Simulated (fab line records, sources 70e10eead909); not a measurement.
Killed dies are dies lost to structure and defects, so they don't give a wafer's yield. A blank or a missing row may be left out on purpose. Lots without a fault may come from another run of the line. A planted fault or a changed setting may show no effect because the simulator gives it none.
Which tool did it? | flow nand_harc | 13 lots, 39 wafers sampled, at 4 steps of a route of 1159

WHAT THE GAUGES READ, wafer by wafer
NHARC_P_START_INSPECT_01. Usual: raw_defect_count 3.3, standard deviation 1.9.
lot  | measured    | on                | raw_defect_count | flag
L848 | day 1 12:02 | defect_inspect-02 | 3 5 5            |
L849 | day 1 18:02 | defect_inspect-01 | 3 2 3            |
L850 | day 2 00:02 | defect_inspect-02 | 1 2 11           |
L851 | day 2 06:02 | defect_inspect-02 | 1 2 4            |
L852 | day 2 12:02 | defect_inspect-02 | 3 2 6            |
L853 | day 2 18:02 | defect_inspect-02 | 2 5 1            |
L855 | day 3 06:02 | defect_inspect-02 | 5 2 6            |
L858 | day 4 00:02 | defect_inspect-02 | 4 4 4            |
L859 | day 4 06:02 | defect_inspect-01 | 3 0 5            |
L860 | day 4 12:02 | defect_inspect-01 | 4 5 1            |
L861 | day 4 18:02 | defect_inspect-02 | 2 4 6            |
L862 | day 5 00:02 | defect_inspect-02 | 1 4 3            |
L863 | day 5 06:02 | defect_inspect-02 | 2 0 3            |

NHARC_P_ZERO_WELL_CD_MEAS_24: target cd 720 nm. Usual: cd_nm 720.3 nm, standard deviation 1.7.
lot  | measured    | on        | cd_nm (nm)        | flag
L848 | day 1 14:41 | cd_sem-02 | 721.8 722.5 721.8 |
L849 | day 1 20:46 | cd_sem-02 | 720.7 720.8 725.2 |
L850 | day 2 02:47 | cd_sem-01 | 724.2 723.2 721.7 |
L851 | day 2 08:29 | cd_sem-02 | 720.7 719.5 719.4 |
L852 | day 2 14:37 | cd_sem-01 | 721.6 720.4 721.1 |
L853 | day 2 20:29 | cd_sem-02 | 721.8 722.6 721.8 |
L855 | day 3 08:34 | cd_sem-01 | 720.0 719.0 716.6 |
L858 | day 4 02:20 | cd_sem-01 | 718.1 720.3 719.6 |
L859 | day 4 08:41 | cd_sem-03 | 719.0 720.0 722.7 |
L860 | day 4 14:29 | cd_sem-03 | 718.1 719.6 721.2 |
L861 | day 4 20:29 | cd_sem-01 | 721.9 721.2 722.0 |
L862 | day 5 02:35 | cd_sem-01 | 721.7 722.1 719.2 |
L863 | day 5 08:28 | cd_sem-01 | 697.4 695.5 693.9 | OFF

NHARC_P_STI_OCD_MEAS_17. Usual: trench_depth_nm 299 nm, standard deviation 5.8; trench_foot_cd_nm 159 nm, standard deviation 3.3.
lot  | measured    | on     | trench_depth_nm (nm) | trench_foot_cd_nm (nm) | flag
L848 | day 2 15:48 | ocd-02 | 291 298 304          | 155 157 153            |
L849 | day 2 15:58 | ocd-01 | 307 301 297          | 160 160 159            |
L850 | day 3 00:00 | ocd-01 | 296 299 301          | 155 159 158            |
L851 | day 3 11:10 | ocd-01 | 297 294 295          | 158 155 156            |
L852 | day 3 11:00 | ocd-02 | 297 297 311          | 155 160 157            |
L853 | day 3 17:42 | ocd-01 | 305 300 293          | 156 153 157            |
L855 | day 4 05:50 | ocd-01 | 303 304 301          | 159 162 158            |
L858 | day 4 23:22 | ocd-01 | 298 297 300          | 154 159 155            |
L859 | day 5 08:15 | ocd-02 | 301 292 292          | 163 162 163            |
L860 | day 5 08:13 | ocd-01 | 310 298 311          | 156 159 154            |
L861 | day 5 19:14 | ocd-01 | 302 292 302          | 156 159 156            |
L862 | day 5 23:52 | ocd-02 | 303 300 296          | 159 153 156            |
L863 | day 6 06:55 | ocd-02 | 301 301 301          | 163 157 162            |

WHICH TOOL RAN EACH LOT (tool, then ch and the chambers of the sampled wafers, then the start)
lot  | NHARC_P_ZERO_WELL_EXPOSE_21
L848 | krf_scanner-01 ch 0, day 1 14:32
L849 | krf_scanner-04 ch 0, day 1 20:36
L850 | krf_scanner-03 ch 0, day 2 02:37
L851 | krf_scanner-01 ch 0, day 2 08:20
L852 | krf_scanner-04 ch 0, day 2 14:27
L853 | krf_scanner-04 ch 0, day 2 20:19
L855 | krf_scanner-04 ch 0, day 3 08:25
L858 | krf_scanner-01 ch 0, day 4 02:10
L859 | krf_scanner-04 ch 0, day 4 08:32
L860 | krf_scanner-04 ch 0, day 4 14:20
L861 | krf_scanner-03 ch 0, day 4 20:20
L862 | krf_scanner-04 ch 0, day 5 02:25
L863 | krf_scanner-04 ch 0, day 5 08:19
- NHARC_P_ZERO_WELL_EXPOSE_21: exposes mask P NWELL, target cd 720 nm.

WHAT THE TOOLS THEMSELVES READ (means of the sampled wafers that have a number; where no wafer has one, the mark that the record gives instead)
The record holds no such reading with a usual standard deviation.

THE ANSWER, worked out from the rows above alone
Rule: a lot is off if the mean of its wafers that have a number lies more than 3 standard deviations from the usual mean. A lot without any number at a reading at which 4 lots or more have one is off too. The other lots that the step has rows for count as sound. The gauges are gone through in route order, then the tools' own readings, and for those a lot's mean is taken as printed above. The first step at which some lot is off is used, and at that step the reading that is off furthest; a lot without a number counts as furthest.
Off: L863, at NHARC_P_ZERO_WELL_CD_MEAS_24 (cd_nm).
A tool fits if, at a process step before that reading, it ran every lot that is off, and no sound lot after the first of them. The gauges at NHARC_P_ZERO_WELL_CD_MEAS_24 are tried like those tools. Can't be told from this: 2 tools fit, krf_scanner-04 at NHARC_P_ZERO_WELL_EXPOSE_21, cd_sem-01 at NHARC_P_ZERO_WELL_CD_MEAS_24.

WHAT THE SIMULATOR HAD PUT IN
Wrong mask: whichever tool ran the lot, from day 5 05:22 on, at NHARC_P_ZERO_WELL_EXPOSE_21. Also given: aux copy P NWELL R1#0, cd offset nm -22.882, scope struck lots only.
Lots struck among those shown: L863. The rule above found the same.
